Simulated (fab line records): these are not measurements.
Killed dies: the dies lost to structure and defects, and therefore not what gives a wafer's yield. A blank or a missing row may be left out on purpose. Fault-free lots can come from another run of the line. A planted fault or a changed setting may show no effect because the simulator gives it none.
fab line records    flow n5_finfet    part 1 of 2: steps 1 to 24 of 34
[record] lots = 5  wafers = 15  last_day = 15
route steps=1938 shown BEOL_M2@889
lots that met no fault: from a run of the same line without faults
start_h: hours from the record's opening day to when the first of the lot's shown wafers began    wait_h: time in hours since the lot's previous step    " repeats the value in the row above    L1.1+2: one row covering several wafers at once    - either no value or no given start    * or withheld: withheld    < > ~ a bound
route shown NAME@n: a module of which the file shows steps, and the number in the route of the first    usual: mean and standard deviation over wafers with no fault    same: alike in all rows    chamber/n: place in a boat    sites: per-site readings    _std_site: standard deviation across them    _edge_site: outer sites' mean less inner sites'    radius_mm: how far each site lies from the wafer's centre    mask NAME#n: copy n    behind: the tool/chamber that last shaped the wafer    hold: why the lot went on hold/how many hours it stayed there/how the hold came to an end    device: names the non-switching transistor (n, p or np)    end of line: at the end of the route, the tests of the same wafers    a step without rows: its recipe alone    killed: count of dies lost to structure and defects at first sort (not the wafer's yield)    map: the dies of a wafer, with x for killed, . for not killed, _ for no die there
set.NAME: the run value of the setting; set.NAME@STEP: its run value at that earlier step    model.NAME: the simulator's own value behind a step, which no gauge read
lots at some steps of the route; a table a step, a row a wafer
services: the hour from which a tool's chamber was out of use, counted from the record's first day as start_h (under 0 if before that day), plus the number of hours and why
[[steps]]
[step N5_BEOL_M2_STRIP_36]
[recipe] chemistry = N2/H2  power_w = 450  temp_c = 40  pressure_mtorr = 20  rf_frequency_hz = 6e+07  overash_fraction = 0.3  bias_power_w = 7  h2_frac = 0.5  n2_flow_sccm = 200  h2_flow_sccm = 200
[usual] drypump_motor_current_A = 5.7/0.6  oes_product_au = 0.81/0.1  rf_vpp_V = 59.3/1.5  showerhead_plenum_p_Torr = 2.55/0.094  throttle_valve_pct = 23.71/0.28
lot.wafer  tool         chamber  start_h  wait_h  drypump_motor_current_A  oes_product_au  rf_hours_counter_h  rf_vpp_V  showerhead_plenum_p_Torr  throttle_valve_pct
L077.2     rie_diel-04  0        157.58   0.0     6.7                      0.74            174                 56.7      2.64                      23.62
L077.4     "            3        "        "       6.2                      0.77            115                 59.7      2.44                      24.12
L077.5     "            3        "        "       6.2                      0.79            -                   59.0      2.44                      24.11
L078.2     rie_diel-06  2        164.81   0.0     5.1                      0.81            84                  60.2      2.69                      23.58
L078.4     "            3        "        "       5.9                      0.83            90                  57.4      2.57                      23.55
L078.5     "            2        "        "       5.1                      0.81            -                   62.2      2.69                      23.60
L087.2     rie_diel-05  2        220.23   0.0     5.3                      0.87            63                  59.1      2.57                      23.27
L087.4     "            0        "        "       4.8                      1.00            2                   60.3      2.71                      23.68
L087.5     "            3        "        "       6.3                      0.93            -                   59.4      2.60                      23.54
L089.1     rie_diel-04  0        226.61   0.0     6.7                      0.72            202                 58.9      2.63                      23.66
L089.2     "            2        "        "       5.6                      0.94            17                  59.9      2.48                      23.49
L089.3     "            3        "        "       6.2                      0.75            142                 57.6      2.43                      24.15
L090.3     rie_diel-04  3        230.80   0.0     6.2                      0.76            143                 57.7      2.43                      24.17
L090.4     "            3        "        "       6.2                      0.75            -                   59.3      2.43                      24.17
L090.6     "            0        "        "       6.7                      0.71            -                   59.0      2.63                      23.68
[step N5_BEOL_M2_TRENCH_ETCH_37]
[recipe] chemistry = C4F6/O2  target_depth_a = 555.55  target = SiOC  time_s = 29.2  ion_energy_ev = 250  pressure_mtorr = 30  source_w = 355  bias_w = 185  Ar_flow_sccm = 300  C4F6_flow_sccm = 10  O2_flow_sccm = 10
[usual] drypump_motor_current_A = 5.7/0.6  oes_product_au = 0.81/0.1  rf_vpp_V = 676/16  showerhead_plenum_p_Torr = 2.86/0.1  throttle_valve_pct = 20.9/0.33
[same] time_s = 29.2
lot.wafer  tool         chamber  start_h  wait_h  drypump_motor_current_A  oes_product_au  rf_hours_counter_h  rf_vpp_V  showerhead_plenum_p_Torr  throttle_valve_pct
L077.2     rie_diel-04  0        -        -       6.7                      0.75            174                 696       2.95                      20.9
L077.4     "            3        "        "       6.2                      0.77            115                 683       2.78                      21.3
L077.5     "            3        "        "       6.2                      0.77            -                   685       2.78                      21.3
L078.2     rie_diel-06  2        -        -       5.1                      0.80            84                  687       3.03                      20.7
L078.4     "            3        "        "       5.9                      0.81            90                  696       2.86                      20.8
L078.5     "            2        "        "       5.1                      0.80            -                   687       3.03                      20.8
L087.2     rie_diel-05  2        -        -       5.3                      0.84            63                  661       2.84                      20.3
L087.4     "            0        "        "       4.8                      1.02            2                   680       3.05                      20.9
L087.5     "            3        "        "       6.3                      0.91            -                   687       2.90                      20.7
L089.1     rie_diel-04  0        -        -       6.7                      0.72            202                 696       2.94                      20.9
L089.2     "            2        "        "       5.7                      0.93            17                  687       2.75                      20.5
L089.3     "            3        "        "       6.3                      0.76            142                 684       2.77                      21.3
L090.3     rie_diel-04  3        -        -       6.2                      0.75            143                 683       2.77                      21.3
L090.4     "            3        "        "       6.2                      0.75            -                   684       2.77                      21.3
L090.6     "            0        "        "       6.7                      0.73            -                   695       2.94                      20.9
[step N5_BEOL_M2_ETCH_41]
[recipe] chemistry = CH3F/O2  target = SiCN  target_depth_a = 299  taper_deg = 2  time_s = 52.5  ion_energy_ev = 120  mask_material = TiN  pressure_mtorr = 30  source_w = 395  bias_w = 75  Ar_flow_sccm = 150  CH3F_flow_sccm = 30  O2_flow_sccm = 20
[usual] drypump_motor_current_A = 5.7/0.6  oes_product_au = 0.81/0.1  rf_vpp_V = 297.6/1.6  showerhead_plenum_p_Torr = 2.01/0.073  throttle_valve_pct = 16.3/0.3
[same] time_s = 52.5
lot.wafer  tool         chamber  start_h  wait_h  drypump_motor_current_A  oes_product_au  rf_hours_counter_h  rf_vpp_V  showerhead_plenum_p_Torr  throttle_valve_pct
L077.2     rie_diel-04  0        -        -       6.7                      0.76            174                 298.8     2.07                      16.3
L077.4     "            3        "        "       6.2                      0.78            115                 296.6     1.95                      16.6
L077.5     "            3        "        "       6.2                      0.78            -                   295.5     1.95                      16.6
L078.2     rie_diel-06  2        -        -       5.1                      0.81            84                  299.0     2.13                      16.2
L078.4     "            3        "        "       5.9                      0.81            90                  297.2     2.01                      16.3
L078.5     "            2        "        "       5.1                      0.80            -                   300.2     2.13                      16.1
L087.2     rie_diel-05  2        -        -       5.3                      0.85            63                  298.2     2.00                      15.8
L087.4     "            0        "        "       4.8                      1.03            2                   298.8     2.15                      16.3
L087.5     "            3        "        "       6.3                      0.92            -                   297.7     2.04                      16.1
L089.1     rie_diel-04  0        -        -       6.7                      0.73            202                 298.7     2.06                      16.4
L089.2     "            2        "        "       5.6                      0.93            17                  295.6     1.94                      16.1
L089.3     "            3        "        "       6.2                      0.75            142                 295.5     1.94                      16.7
L090.3     rie_diel-04  3        -        -       6.2                      0.76            143                 295.6     1.94                      16.7
L090.4     "            3        "        "       6.2                      0.75            -                   295.3     1.94                      16.7
L090.6     "            0        "        "       6.7                      0.73            -                   299.3     2.06                      16.4
[step N5_BEOL_M2_STRIP_97]
[recipe] chemistry = N2/H2  time_s = 10  power_w = 450  temp_c = 40  pressure_mtorr = 20  rf_frequency_hz = 6e+07  bias_power_w = 7  n2_flow_sccm = 200  h2_flow_sccm = 200
[usual] drypump_motor_current_A = 5.7/0.6  oes_product_au = 0.81/0.1  rf_vpp_V = 59.1/0.88  showerhead_plenum_p_Torr = 2.55/0.094  throttle_valve_pct = 23.71/0.28
[same] time_s = 10
lot.wafer  tool         chamber  start_h  wait_h  drypump_motor_current_A  oes_product_au  rf_hours_counter_h  rf_vpp_V  showerhead_plenum_p_Torr  throttle_valve_pct
L077.2     rie_diel-04  0        -        -       6.7                      0.75            174                 59.1      2.64                      23.61
L077.4     "            3        "        "       6.2                      0.78            115                 59.4      2.44                      24.13
L077.5     "            3        "        "       6.2                      0.78            -                   59.7      2.44                      24.13
L078.2     rie_diel-06  2        -        -       5.1                      0.80            84                  58.9      2.69                      23.58
L078.4     "            3        "        "       5.9                      0.82            90                  59.3      2.57                      23.57
L078.5     "            2        "        "       5.1                      0.80            -                   59.2      2.69                      23.61
L087.2     rie_diel-05  2        -        -       5.3                      0.87            63                  58.9      2.57                      23.27
L087.4     "            0        "        "       4.8                      0.99            2                   59.0      2.71                      23.69
L087.5     "            3        "        "       6.3                      0.92            -                   59.8      2.60                      23.57
L089.1     rie_diel-04  0        -        -       6.7                      0.72            202                 60.0      2.63                      23.65
L089.2     "            2        "        "       5.7                      0.94            17                  58.8      2.48                      23.47
L089.3     "            3        "        "       6.2                      0.74            142                 58.8      2.43                      24.17
L090.3     rie_diel-04  3        -        -       6.2                      0.76            144                 59.4      2.43                      24.16
L090.4     "            3        "        "       6.2                      0.76            -                   58.7      2.43                      24.17
L090.6     "            0        "        "       6.7                      0.72            -                   60.1      2.63                      23.66
[step N5_BEOL_M2_OCD_MEAS_38]
[usual] trench_depth_nm = 56.0/0.96
lot.wafer  tool    chamber  start_h  wait_h  trench_depth_nm
L077.2     ocd-02  -        157.77   -       55.5
L077.4     "       -        "        "       55.7
L077.5     "       -        "        "       55.0
L078.2     ocd-01  -        165.01   -       56.4
L078.4     "       -        "        "       55.1
L078.5     "       -        "        "       56.5
L087.2     ocd-02  -        220.42   -       55.9
L087.4     "       -        "        "       57.6
L087.5     "       -        "        "       57.0
L089.1     ocd-01  -        226.80   -       55.7
L089.2     "       -        "        "       55.7
L089.3     "       -        "        "       54.7
L090.3     ocd-01  -        231.00   -       55.6
L090.4     "       -        "        "       55.8
L090.6     "       -        "        "       56.7
[step N5_BEOL_M2_HM_STRIP_39]
[recipe] chemistry = peroxide_tin_strip  material = TiN  target_depth_a = 250  temp_c = 50  time_s = 158
[same] time_s = 158
lot.wafer   tool          chamber  start_h  wait_h
L077.2+4+5  wet_bench-05  4,2,1    157.80   0.0
L078.2+4+5  wet_bench-03  6,7,5    165.04   0.0
L087.2+4+5  wet_bench-05  2,3,7    220.45   0.0
L089.1+2+3  wet_bench-03  2,7,1    226.83   0.0
L090.3+4+6  wet_bench-05  2,3,4    231.03   0.0
[step N5_BEOL_M2_SRD_40]
[recipe] time_s = 30  temp_c = 23  rinse_liquid = diw  dry = ipa_marangoni
[same] time_s = 30
lot.wafer   tool          chamber  start_h  wait_h
L077.2+4+5  wet_bench-05  4,2,1    157.85   0.0
L078.2+4+5  wet_bench-03  6,7,5    165.09   0.0
L087.2+4+5  wet_bench-05  2,3,7    220.54   0.0
L089.1+2+3  wet_bench-03  2,7,1    226.89   0.0
L090.3+4+6  wet_bench-05  2,3,4    231.08   0.0
[step N5_BEOL_M2_PRECLEAN_42]
[recipe] chemistry = residue_remover  time_s = 60  temp_c = 40
[same] time_s = 60
lot.wafer   tool          chamber  start_h  wait_h
L077.2+4+5  wet_bench-05  4,2,1    157.87   0.0
L078.2+4+5  wet_bench-03  6,7,5    165.10   0.0
L087.2+4+5  wet_bench-05  2,3,7    220.58   0.0
L089.1+2+3  wet_bench-03  2,7,1    226.91   0.0
L090.3+4+6  wet_bench-05  2,3,4    231.09   0.0
[step N5_BEOL_M2_SRD_43]
[recipe] time_s = 30  temp_c = 23  rinse_liquid = diw  dry = ipa_marangoni
[same] time_s = 30
lot.wafer   tool          chamber  start_h  wait_h
L077.2+4+5  wet_bench-05  4,2,1    157.88   0.0
L078.2+4+5  wet_bench-03  6,7,5    165.12   0.0
L087.2+4+5  wet_bench-05  2,3,7    220.61   0.0
L089.1+2+3  wet_bench-03  2,7,1    226.93   0.0
L090.3+4+6  wet_bench-05  2,3,4    231.11   0.0
[step N5_BEOL_M2_CD_MEAS_35]
[recipe] target_cd_nm = 18  target_cd_y_nm = 22.2  polarity = opening
[usual] cd_nm = 18.1/0.44
lot.wafer  tool       chamber  start_h  wait_h  cd_nm
L077.2     cd_sem-01  -        157.92   0.0     18.8
L077.4     "          -        "        "       18.4
L077.5     "          -        "        "       18.5
L078.2     cd_sem-01  -        165.16   0.0     18.0
L078.4     "          -        "        "       17.7
L078.5     "          -        "        "       17.3
L087.2     cd_sem-02  -        220.67   0.0     17.9
L087.4     "          -        "        "       17.9
L087.5     "          -        "        "       18.1
L089.1     cd_sem-01  -        226.97   0.0     18.2
L089.2     "          -        "        "       17.2
L089.3     "          -        "        "       17.8
L090.3     cd_sem-01  -        231.15   0.0     17.0
L090.4     "          -        "        "       17.8
L090.6     "          -        "        "       17.9
[step N5_BEOL_M2_DEGAS_44]
[recipe] ambient = vacuum  temp_c = 250  time_s = 60
[usual] heater_power_w = 346/49
[same] time_s = 60
lot.wafer  tool            chamber  start_h  wait_h  heater_power_w
L077.2     pvd_sputter-02  -        157.96   0.0     395
L077.4     "               -        "        "       432
L077.5     "               -        "        "       326
L078.2     pvd_sputter-03  -        165.66   0.5     437
L078.4     "               -        "        "       356
L078.5     "               -        "        "       354
L087.2     pvd_sputter-03  -        220.98   0.3     274
L087.4     "               -        "        "       426
L087.5     "               -        "        "       351
L089.1     pvd_sputter-02  -        227.40   0.4     412
L089.2     "               -        "        "       244
L089.3     "               -        "        "       388
L090.3     pvd_sputter-03  -        231.52   0.4     269
L090.4     "               -        "        "       336
L090.6     "               -        "        "       431
[step N5_BEOL_M2_PRE_CLEAN_45]
[recipe] gas = H2/He  time_s = 30  temp_c = 250
[usual] heater_power_w = 345/49
[same] time_s = 30
lot.wafer  tool            chamber  start_h  wait_h  heater_power_w
L077.2     pvd_sputter-02  -        158.00   0.0     394
L077.4     "               -        "        "       425
L077.5     "               -        "        "       326
L078.2     pvd_sputter-03  -        165.70   0.0     422
L078.4     "               -        "        "       353
L078.5     "               -        "        "       346
L087.2     pvd_sputter-03  -        221.02   0.0     277
L087.4     "               -        "        "       432
L087.5     "               -        "        "       350
L089.1     pvd_sputter-02  -        227.44   0.0     417
L089.2     "               -        "        "       240
L089.3     "               -        "        "       391
L090.3     pvd_sputter-03  -        231.56   0.0     280
L090.4     "               -        "        "       346
L090.6     "               -        "        "       428
[step N5_BEOL_M2_ALD_84]
[recipe] material = TaN  target_thk_a = *  temp_c = 275  ald_precursor_family = PDMAT  ald_co_reactant = NH3  pressure_torr = 3  carrier_flow_sccm = 1500  pulse_time_s = 2  purge_time_s = 3  co_reactant_purge_time_s = 2  co_reactant_pulse_time_s = 3  ald_cycles = 30  precursor_vessel_temp_c = 75  precursor_vessel_pressure_torr = 26.25  precursor_vessel_carrier_sccm = 1000
[usual] heater_power_w = 394/51
lot.wafer  tool          chamber  start_h  wait_h  heater_power_w
L077.2     ald_metal-02  2        158.16   0.1     418
L077.4     "             1        "        "       345
L077.5     "             3        "        "       446
L078.2     ald_metal-02  3        165.76   0.0     431
L078.4     "             0        "        "       358
L078.5     "             2        "        "       411
L087.2     ald_metal-03  1        221.09   0.0     483
L087.4     "             3        "        "       453
L087.5     "             3        "        "       442
L089.1     ald_metal-01  0        227.50   0.0     392
L089.2     "             3        "        "       377
L089.3     "             1        "        "       376
L090.3     ald_metal-01  2        231.62   0.0     361
L090.4     "             0        "        "       390
L090.6     "             2        "        "       366
[step N5_BEOL_M2_SURFACE_TREAT_85]
[recipe] gas = Ar  time_s = *  ion_energy_ev = *  ion_current_ma_cm2 = 0.5  pressure_mtorr = *  ar_flow_sccm = 30
[usual] throttle_valve_pct = *
[same] time_s = *
lot.wafer  tool            chamber  start_h  wait_h  throttle_valve_pct
L077.2     pvd_sputter-03  -        158.42   0.2     *
L077.4     "               -        "        "       *
L077.5     "               -        "        "       *
L078.2     pvd_sputter-02  -        166.06   0.2     *
L078.4     "               -        "        "       *
L078.5     "               -        "        "       *
L087.2     pvd_sputter-03  -        221.32   0.1     *
L087.4     "               -        "        "       *
L087.5     "               -        "        "       *
L089.1     pvd_sputter-01  -        227.73   0.1     *
L089.2     "               -        "        "       *
L089.3     "               -        "        "       *
L090.3     pvd_sputter-01  -        231.89   0.2     *
L090.4     "               -        "        "       *
L090.6     "               -        "        "       *
[step N5_BEOL_M2_CVD_47]
[recipe] material = Co  target_thk_a = 30  temp_c = withheld  precursor = CCTBA/H2  pressure_torr = 30  time_s = 223.8
[same] time_s = 223.8
lot.wafer   tool       chamber  start_h  wait_h
L077.2+4+5  cvd_co-01  1,2,1    158.71   0.3
L078.2+4+5  cvd_co-01  0,2,0    166.34   0.3
L087.2+4+5  cvd_co-01  2,1,0    221.61   0.3
L089.1+2+3  cvd_co-01  0,1,2    227.93   0.2
L090.3+4+6  cvd_co-01  2,0,1    232.03   0.1
[step N5_BEOL_M2_SPUTTER_48]
[recipe] material = Cu  target_thk_a = 45  temp_c = -20  chamber_pressure_pa = 0.07  power_w = withheld  time_s = 8.29
[usual] throttle_valve_pct = 30.6/1.4
[same] time_s = 8.29
lot.wafer  tool            chamber  start_h  wait_h  throttle_valve_pct
L077.2     pvd_sputter-01  -        160.26   1.5     30.1
L077.4     "               -        "        "       30.2
L077.5     "               -        "        "       30.5
L078.2     pvd_sputter-03  -        168.05   1.6     30.9
L078.4     "               -        "        "       31.2
L078.5     "               -        "        "       31.2
L087.2     pvd_sputter-02  -        223.11   1.4     31.8
L087.4     "               -        "        "       30.8
L087.5     "               -        "        "       31.1
L089.1     pvd_sputter-03  -        229.52   1.5     31.0
L089.2     "               -        "        "       31.1
L089.3     "               -        "        "       30.8
L090.3     pvd_sputter-02  -        232.19   0.1     32.6
L090.4     "               -        "        "       31.0
L090.6     "               -        "        "       32.6
[step N5_BEOL_M2_ANNEAL_49]
[recipe] temp_c = 400  time_s = 240  ambient = vacuum
[usual] heater_power_w = 858/130
[same] time_s = 240
lot.wafer  tool            chamber  start_h  wait_h  heater_power_w
L077.2     pvd_sputter-01  -        160.34   0.0     945
L077.4     "               -        "        "       936
L077.5     "               -        "        "       794
L078.2     pvd_sputter-03  -        168.13   0.0     667
L078.4     "               -        "        "       867
L078.5     "               -        "        "       881
L087.2     pvd_sputter-02  -        223.19   0.0     604
L087.4     "               -        "        "       1057
L087.5     "               -        "        "       1018
L089.1     pvd_sputter-03  -        229.60   0.0     880
L089.2     "               -        "        "       1063
L089.3     "               -        "        "       692
L090.3     pvd_sputter-02  -        232.27   0.0     821
L090.4     "               -        "        "       949
L090.6     "               -        "        "       803
[step N5_BEOL_M2_SPUTTER_79]
[recipe] material = Cu  target_thk_a = 45  temp_c = -20  chamber_pressure_pa = 0.07  power_w = withheld  time_s = 8.29
[usual] throttle_valve_pct = 30.6/1.4
[same] time_s = 8.29
lot.wafer  tool            chamber  start_h  wait_h  throttle_valve_pct
L077.2     pvd_sputter-01  -        160.48   0.1     30.1
L077.4     "               -        "        "       30.5
L077.5     "               -        "        "       31.0
L078.2     pvd_sputter-03  -        168.27   0.1     31.0
L078.4     "               -        "        "       31.2
L078.5     "               -        "        "       31.1
L087.2     pvd_sputter-02  -        223.33   0.1     31.9
L087.4     "               -        "        "       30.8
L087.5     "               -        "        "       31.0
L089.1     pvd_sputter-03  -        229.74   0.1     31.2
L089.2     "               -        "        "       31.0
L089.3     "               -        "        "       30.9
L090.3     pvd_sputter-02  -        232.41   0.1     32.6
L090.4     "               -        "        "       31.0
L090.6     "               -        "        "       32.9
[step N5_BEOL_M2_ANNEAL_80]
[recipe] temp_c = 400  time_s = 240  ambient = vacuum
[usual] heater_power_w = 859/130
[same] time_s = 240
lot.wafer  tool            chamber  start_h  wait_h  heater_power_w
L077.2     pvd_sputter-01  -        160.56   0.0     948
L077.4     "               -        "        "       921
L077.5     "               -        "        "       798
L078.2     pvd_sputter-03  -        168.35   0.0     683
L078.4     "               -        "        "       886
L078.5     "               -        "        "       873
L087.2     pvd_sputter-02  -        223.41   0.0     594
L087.4     "               -        "        "       1048
L087.5     "               -        "        "       1091
L089.1     pvd_sputter-03  -        229.82   0.0     883
L089.2     "               -        "        "       1047
L089.3     "               -        "        "       687
L090.3     pvd_sputter-02  -        232.49   0.0     805
L090.4     "               -        "        "       949
L090.6     "               -        "        "       792
[step N5_BEOL_M2_SPUTTER_81]
[recipe] material = Cu  target_thk_a = 45  temp_c = -20  chamber_pressure_pa = 0.07  power_w = withheld  time_s = 8.29
[usual] throttle_valve_pct = 30.6/1.3
[same] time_s = 8.29
lot.wafer  tool            chamber  start_h  wait_h  throttle_valve_pct
L077.2     pvd_sputter-01  -        160.70   0.1     30.3
L077.4     "               -        "        "       30.1
L077.5     "               -        "        "       30.8
L078.2     pvd_sputter-03  -        168.49   0.1     31.0
L078.4     "               -        "        "       30.8
L078.5     "               -        "        "       31.0
L087.2     pvd_sputter-02  -        223.55   0.1     31.8
L087.4     "               -        "        "       30.7
L087.5     "               -        "        "       30.7
L089.1     pvd_sputter-03  -        229.96   0.1     31.2
L089.2     "               -        "        "       30.9
L089.3     "               -        "        "       30.9
L090.3     pvd_sputter-02  -        232.63   0.1     32.8
L090.4     "               -        "        "       31.1
L090.6     "               -        "        "       32.8
[step N5_BEOL_M2_ANNEAL_82]
[recipe] temp_c = 400  time_s = 240  ambient = vacuum
[usual] heater_power_w = 858/130
[same] time_s = 240
lot.wafer  tool            chamber  start_h  wait_h  heater_power_w
L077.2     pvd_sputter-01  -        160.78   0.0     957
L077.4     "               -        "        "       961
L077.5     "               -        "        "       790
L078.2     pvd_sputter-03  -        168.57   0.0     693
L078.4     "               -        "        "       872
L078.5     "               -        "        "       866
L087.2     pvd_sputter-02  -        223.63   0.0     608
L087.4     "               -        "        "       1039
L087.5     "               -        "        "       1075
L089.1     pvd_sputter-03  -        230.04   0.0     871
L089.2     "               -        "        "       1074
L089.3     "               -        "        "       667
L090.3     pvd_sputter-02  -        232.71   0.0     786
L090.4     "               -        "        "       956
L090.6     "               -        "        "       811
[step N5_BEOL_M2_SPUTTER_86]
[recipe] material = Cu  target_thk_a = 45  temp_c = -20  chamber_pressure_pa = 0.07  power_w = withheld  time_s = 8.29
[usual] throttle_valve_pct = 30.6/1.3
[same] time_s = 8.29
lot.wafer  tool            chamber  start_h  wait_h  throttle_valve_pct
L077.2     pvd_sputter-01  -        160.92   0.1     30.3
L077.4     "               -        "        "       30.3
L077.5     "               -        "        "       30.7
L078.2     pvd_sputter-03  -        168.71   0.1     30.9
L078.4     "               -        "        "       31.2
L078.5     "               -        "        "       31.3
L087.2     pvd_sputter-02  -        223.77   0.1     31.7
L087.4     "               -        "        "       30.9
L087.5     "               -        "        "       30.8
L089.1     pvd_sputter-03  -        230.18   0.1     31.1
L089.2     "               -        "        "       30.8
L089.3     "               -        "        "       30.9
L090.3     pvd_sputter-02  -        232.85   0.1     32.8
L090.4     "               -        "        "       30.9
L090.6     "               -        "        "       32.6
[step N5_BEOL_M2_ANNEAL_87]
[recipe] temp_c = 400  time_s = 240  ambient = vacuum
[usual] heater_power_w = 855/130
[same] time_s = 240
lot.wafer  tool            chamber  start_h  wait_h  heater_power_w
L077.2     pvd_sputter-01  -        161.00   0.0     937
L077.4     "               -        "        "       937
L077.5     "               -        "        "       801
L078.2     pvd_sputter-03  -        168.79   0.0     659
L078.4     "               -        "        "       869
L078.5     "               -        "        "       864
L087.2     pvd_sputter-02  -        223.85   0.0     591
L087.4     "               -        "        "       1052
L087.5     "               -        "        "       1040
L089.1     pvd_sputter-03  -        230.26   0.0     878
L089.2     "               -        "        "       1065
L089.3     "               -        "        "       678
L090.3     pvd_sputter-02  -        232.93   0.0     788
L090.4     "               -        "        "       955
L090.6     "               -        "        "       791
[step N5_BEOL_M2_SPUTTER_88]
[recipe] material = Cu  target_thk_a = 45  temp_c = -20  chamber_pressure_pa = 0.07  power_w = withheld  time_s = 8.29
[usual] throttle_valve_pct = 30.6/1.4
[same] time_s = 8.29
lot.wafer  tool            chamber  start_h  wait_h  throttle_valve_pct
L077.2     pvd_sputter-01  -        161.14   0.1     30.3
L077.4     "               -        "        "       30.3
L077.5     "               -        "        "       30.5
L078.2     pvd_sputter-03  -        168.93   0.1     30.8
L078.4     "               -        "        "       31.3
L078.5     "               -        "        "       30.9
L087.2     pvd_sputter-02  -        223.99   0.1     31.7
L087.4     "               -        "        "       30.9
L087.5     "               -        "        "       31.2
L089.1     pvd_sputter-03  -        230.40   0.1     31.2
L089.2     "               -        "        "       30.8
L089.3     "               -        "        "       30.9
L090.3     pvd_sputter-02  -        233.07   0.1     32.7
L090.4     "               -        "        "       31.3
L090.6     "               -        "        "       32.5
